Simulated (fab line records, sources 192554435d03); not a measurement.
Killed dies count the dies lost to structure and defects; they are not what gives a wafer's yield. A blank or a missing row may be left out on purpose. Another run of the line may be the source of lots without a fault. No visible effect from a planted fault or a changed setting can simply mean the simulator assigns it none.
Split-lot study || flow n5 finfet || 39 wafers read from 7 lots, route of 1938 steps

SPLIT DETAILS
At N5_BEOL_M8_TRENCH_ETCH_37 (etches SiCOH lowk in C4F6/O2, target depth 93.478 nm, time 31.2 s), the setting target depth a was moved away from the recipe's 934.78 angstrom on 15 of the 39 wafers read, by -23.0% to +32.3%. The other wafers ran this setting at the recipe's value.

FROM THE SPLIT TO THE READING: what the file shows between them, 11 steps
- N5_BEOL_M8_ETCH_41: etches SiCN in CH3F/O2, target depth 31.9 nm, time 57.8 s
- N5_BEOL_M8_STRIP_80: strips in N2/H2, time 10 s
- N5_BEOL_M8_OCD_MEAS_38
- N5_BEOL_M8_HM_STRIP_39: strips TiN in peroxide tin strip, target depth 25 nm, time 158 s
- N5_BEOL_M8_SRD_40: time 30 s
- N5_BEOL_M8_ECD_50: material Cu, target thk 300 nm
- N5_BEOL_M8_ANNEAL_51: time 90 s
- N5_BEOL_M8_CMP_52: polishes, stops on SiCOH lowk, t overpolish 6.9 s, target thk 80 nm
- N5_BEOL_M8_THK_MEAS_53: measures by xrf
- N5_BEOL_M8_PRE_CLEAN_55: time 15 s
- N5_BEOL_M8_DEP_56: deposits SiCN from 3MS/NH3, target thk 10 nm, time 17.5 s

THE READING
M8_RS (ohm/sq), read at N5_BEOL_M8_RS_MEAS_57 with a four-point probe. On this fab line, fault-free wafers typically give 0.286 ohm/sq with a standard deviation of 0.0066 ohm/sq.

{"wafer": "L074.1", "tool, chamber at the split": "rie diel-02, 0", "target depth a as run, angstrom": 934.78, "against the recipe": "recipe", "M8_RS, ohm/sq": 0.296, "against lot-mates on the recipe": "-"}
{"wafer": "L074.3", "tool, chamber at the split": "rie diel-02, 1", "target depth a as run, angstrom": 934.78, "against the recipe": "recipe", "M8_RS, ohm/sq": 0.288, "against lot-mates on the recipe": "-"}
{"wafer": "L074.6", "tool, chamber at the split": "rie diel-02, 2", "target depth a as run, angstrom": 934.78, "against the recipe": "recipe", "M8_RS, ohm/sq": 0.285, "against lot-mates on the recipe": "-"}
{"wafer": "L079.1", "tool, chamber at the split": "rie diel-02, 1", "target depth a as run, angstrom": 934.78, "against the recipe": "recipe", "M8_RS, ohm/sq": 0.293, "against lot-mates on the recipe": "-"}
{"wafer": "L079.2", "tool, chamber at the split": "rie diel-02, 2", "target depth a as run, angstrom": 934.78, "against the recipe": "recipe", "M8_RS, ohm/sq": 0.288, "against lot-mates on the recipe": "-"}
{"wafer": "L079.3", "tool, chamber at the split": "rie diel-02, 3", "target depth a as run, angstrom": 1237, "against the recipe": "+32.3%", "M8_RS, ohm/sq": 0.198, "against lot-mates on the recipe": -0.095}
{"wafer": "L079.4", "tool, chamber at the split": "rie diel-02, 0", "target depth a as run, angstrom": 934.78, "against the recipe": "recipe", "M8_RS, ohm/sq": 0.299, "against lot-mates on the recipe": "-"}
{"wafer": "L079.5", "tool, chamber at the split": "rie diel-02, 1", "target depth a as run, angstrom": 1237, "against the recipe": "+32.3%", "M8_RS, ohm/sq": 0.199, "against lot-mates on the recipe": -0.094}
{"wafer": "L079.6", "tool, chamber at the split": "rie diel-02, 2", "target depth a as run, angstrom": 1237, "against the recipe": "+32.3%", "M8_RS, ohm/sq": 0.203, "against lot-mates on the recipe": -0.090}
{"wafer": "L084.1", "tool, chamber at the split": "rie diel-02, 3", "target depth a as run, angstrom": 1171, "against the recipe": "+25.3%", "M8_RS, ohm/sq": 0.216, "against lot-mates on the recipe": -0.077}
{"wafer": "L084.2", "tool, chamber at the split": "rie diel-02, 1", "target depth a as run, angstrom": 1171, "against the recipe": "+25.3%", "M8_RS, ohm/sq": 0.216, "against lot-mates on the recipe": -0.077}
{"wafer": "L084.3", "tool, chamber at the split": "rie diel-02, 2", "target depth a as run, angstrom": 934.78, "against the recipe": "recipe", "M8_RS, ohm/sq": 0.294, "against lot-mates on the recipe": "-"}
{"wafer": "L084.4", "tool, chamber at the split": "rie diel-02, 0", "target depth a as run, angstrom": 934.78, "against the recipe": "recipe", "M8_RS, ohm/sq": 0.293, "against lot-mates on the recipe": "-"}
{"wafer": "L084.5", "tool, chamber at the split": "rie diel-02, 3", "target depth a as run, angstrom": 1171, "against the recipe": "+25.3%", "M8_RS, ohm/sq": 0.214, "against lot-mates on the recipe": -0.079}
{"wafer": "L084.6", "tool, chamber at the split": "rie diel-02, 0", "target depth a as run, angstrom": 934.78, "against the recipe": "recipe", "M8_RS, ohm/sq": 0.291, "against lot-mates on the recipe": "-"}
{"wafer": "L088.1", "tool, chamber at the split": "rie diel-02, 2", "target depth a as run, angstrom": 934.78, "against the recipe": "recipe", "M8_RS, ohm/sq": 0.297, "against lot-mates on the recipe": "-"}
{"wafer": "L088.2", "tool, chamber at the split": "rie diel-02, 0", "target depth a as run, angstrom": 934.78, "against the recipe": "recipe", "M8_RS, ohm/sq": 0.301, "against lot-mates on the recipe": "-"}
{"wafer": "L088.3", "tool, chamber at the split": "rie diel-02, 1", "target depth a as run, angstrom": 934.78, "against the recipe": "recipe", "M8_RS, ohm/sq": 0.288, "against lot-mates on the recipe": "-"}
{"wafer": "L088.4", "tool, chamber at the split": "rie diel-02, 3", "target depth a as run, angstrom": 934.78, "against the recipe": "recipe", "M8_RS, ohm/sq": 0.291, "against lot-mates on the recipe": "-"}
{"wafer": "L088.5", "tool, chamber at the split": "rie diel-02, 2", "target depth a as run, angstrom": 934.78, "against the recipe": "recipe", "M8_RS, ohm/sq": 0.295, "against lot-mates on the recipe": "-"}
{"wafer": "L088.6", "tool, chamber at the split": "rie diel-02, 3", "target depth a as run, angstrom": 934.78, "against the recipe": "recipe", "M8_RS, ohm/sq": 0.287, "against lot-mates on the recipe": "-"}
{"wafer": "L086.1", "tool, chamber at the split": "rie diel-04, 1", "target depth a as run, angstrom": 934.78, "against the recipe": "recipe", "M8_RS, ohm/sq": 0.275, "against lot-mates on the recipe": "-"}
{"wafer": "L086.2", "tool, chamber at the split": "rie diel-04, 2", "target depth a as run, angstrom": 934.78, "against the recipe": "recipe", "M8_RS, ohm/sq": 0.290, "against lot-mates on the recipe": "-"}
{"wafer": "L086.3", "tool, chamber at the split": "rie diel-04, 0", "target depth a as run, angstrom": 1236, "against the recipe": "+32.2%", "M8_RS, ohm/sq": 0.191, "against lot-mates on the recipe": -0.089}
{"wafer": "L086.4", "tool, chamber at the split": "rie diel-04, 3", "target depth a as run, angstrom": 1236, "against the recipe": "+32.2%", "M8_RS, ohm/sq": 0.195, "against lot-mates on the recipe": -0.085}
{"wafer": "L086.5", "tool, chamber at the split": "rie diel-04, 1", "target depth a as run, angstrom": 934.78, "against the recipe": "recipe", "M8_RS, ohm/sq": 0.275, "against lot-mates on the recipe": "-"}
{"wafer": "L086.6", "tool, chamber at the split": "rie diel-04, 2", "target depth a as run, angstrom": 1236, "against the recipe": "+32.2%", "M8_RS, ohm/sq": 0.196, "against lot-mates on the recipe": -0.084}
{"wafer": "L090.1", "tool, chamber at the split": "rie diel-04, 1", "target depth a as run, angstrom": 934.78, "against the recipe": "recipe", "M8_RS, ohm/sq": 0.281, "against lot-mates on the recipe": "-"}
{"wafer": "L090.2", "tool, chamber at the split": "rie diel-04, 2", "target depth a as run, angstrom": 720, "against the recipe": "-23.0%", "M8_RS, ohm/sq": 0.408, "against lot-mates on the recipe": "+0.127"}
{"wafer": "L090.3", "tool, chamber at the split": "rie diel-04, 0", "target depth a as run, angstrom": 934.78, "against the recipe": "recipe", "M8_RS, ohm/sq": 0.278, "against lot-mates on the recipe": "-"}
{"wafer": "L090.4", "tool, chamber at the split": "rie diel-04, 3", "target depth a as run, angstrom": 934.78, "against the recipe": "recipe", "M8_RS, ohm/sq": 0.284, "against lot-mates on the recipe": "-"}
{"wafer": "L090.5", "tool, chamber at the split": "rie diel-04, 3", "target depth a as run, angstrom": 720, "against the recipe": "-23.0%", "M8_RS, ohm/sq": 0.414, "against lot-mates on the recipe": "+0.133"}
{"wafer": "L090.6", "tool, chamber at the split": "rie diel-04, 0", "target depth a as run, angstrom": 720, "against the recipe": "-23.0%", "M8_RS, ohm/sq": 0.402, "against lot-mates on the recipe": "+0.121"}
{"wafer": "L093.1", "tool, chamber at the split": "rie diel-04, 0", "target depth a as run, angstrom": 769.7, "against the recipe": "-17.7%", "M8_RS, ohm/sq": 0.358, "against lot-mates on the recipe": "+0.075"}
{"wafer": "L093.2", "tool, chamber at the split": "rie diel-04, 2", "target depth a as run, angstrom": 934.78, "against the recipe": "recipe", "M8_RS, ohm/sq": 0.292, "against lot-mates on the recipe": "-"}
{"wafer": "L093.3", "tool, chamber at the split": "rie diel-04, 3", "target depth a as run, angstrom": 769.7, "against the recipe": "-17.7%", "M8_RS, ohm/sq": 0.386, "against lot-mates on the recipe": "+0.103"}
{"wafer": "L093.4", "tool, chamber at the split": "rie diel-04, 1", "target depth a as run, angstrom": 934.78, "against the recipe": "recipe", "M8_RS, ohm/sq": 0.280, "against lot-mates on the recipe": "-"}
{"wafer": "L093.5", "tool, chamber at the split": "rie diel-04, 0", "target depth a as run, angstrom": 934.78, "against the recipe": "recipe", "M8_RS, ohm/sq": 0.276, "against lot-mates on the recipe": "-"}
{"wafer": "L093.6", "tool, chamber at the split": "rie diel-04, 1", "target depth a as run, angstrom": 769.7, "against the recipe": "-17.7%", "M8_RS, ohm/sq": 0.359, "against lot-mates on the recipe": "+0.076"}

FIT RESULTS
A straight line over all 39 wafers: M8_RS changes by -0.00346 ohm/sq for each +1% of target depth a; r = -0.97; the points scatter about the line by 0.015 ohm/sq.
The same after taking each lot's own level away (the mean of its wafers on the recipe; 39 wafers): -0.00355 ohm/sq for each +1%; r = -0.97; scatter 0.016 ohm/sq.
Per that fit: largest target depth a move, reading shift of 0.11 ohm/sq.
Across the lots, their own levels run from 0.2800 to 0.2933 ohm/sq, a range of 2.0 times the standard deviation given above.
The two slopes agree, so the slope changes little with the lot-to-lot level.
Check: for one of the wafers moved furthest among these (+32.3%), held out of the fit, the line's prediction against its lot-mates is -0.106 ohm/sq. Against them it came out at -0.0953 ohm/sq.

ADDITIONAL SPLITS CARRIED BY THESE WAFERS
Other splits were also applied to these wafers ahead of the reading. Each is held against what the fit with the lots' levels taken away leaves over:
{"other split on the same wafers": "N5_BEOL_M7_ILD_DEP_00 time s", "wafers away from the commonest value": 15, "r with M8_RS (lot level and that fit taken away)": -0.06}

THE WHOLE CHAIN: every reading that the file lists as answering this split, in the file's order
{"step": "N5_BEOL_M8_TRENCH_ETCH_37", "what it does": "etches SiCOH lowk in C4F6/O2, target depth 93.478 nm, time 31.2 s", "reading": "BEOL_M8.feature depth nm (the simulator's own value, which no gauge read)", "change (the file's fit)": "+0.955 nm for each +1% of the setting", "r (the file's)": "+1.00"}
{"step": "N5_BEOL_M8_TRENCH_ETCH_37", "what it does": "etches SiCOH lowk in C4F6/O2, target depth 93.478 nm, time 31.2 s", "reading": "etch.depth nm (the simulator's own value, which no gauge read)", "change (the file's fit)": "+0.954 nm for each +1% of the setting", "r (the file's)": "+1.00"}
{"step": "N5_BEOL_M8_TRENCH_ETCH_37", "what it does": "etches SiCOH lowk in C4F6/O2, target depth 93.478 nm, time 31.2 s", "reading": "TiN_of_BEOL_M8_HM_DEP_02.thk nm (the simulator's own value, which no gauge read)", "change (the file's fit)": "-0.0256 nm for each +1% of the setting", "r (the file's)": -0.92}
{"step": "N5_BEOL_M8_OCD_MEAS_38", "what it does": "", "reading": "trench depth nm", "change (the file's fit)": "+0.952 nm for each +1% of the setting", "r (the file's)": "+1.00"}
{"step": "N5_BEOL_M8_CMP_52", "what it does": "polishes, stops on SiCOH lowk, t overpolish 6.9 s, target thk 80 nm", "reading": "Cu_of_BEOL_M8_ECD_50.thk nm (the simulator's own value, which no gauge read)", "change (the file's fit)": "+0.942 nm for each +1% of the setting", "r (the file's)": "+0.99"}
{"step": "N5_BEOL_M8_THK_MEAS_53", "what it does": "measures by xrf", "reading": "M8_THK", "change (the file's fit)": "+0.929 for each +1% of the setting", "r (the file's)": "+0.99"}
{"step": "N5_BEOL_M8_RS_MEAS_57", "what it does": "measures by four-point-probe", "reading": "M8_RS", "change (the file's fit)": "-0.00341 for each +1% of the setting", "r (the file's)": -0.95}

THE FILE'S OWN FIT
M8_RS changes by -0.00341 ohm/sq for each +1% of target depth a, r = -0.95.
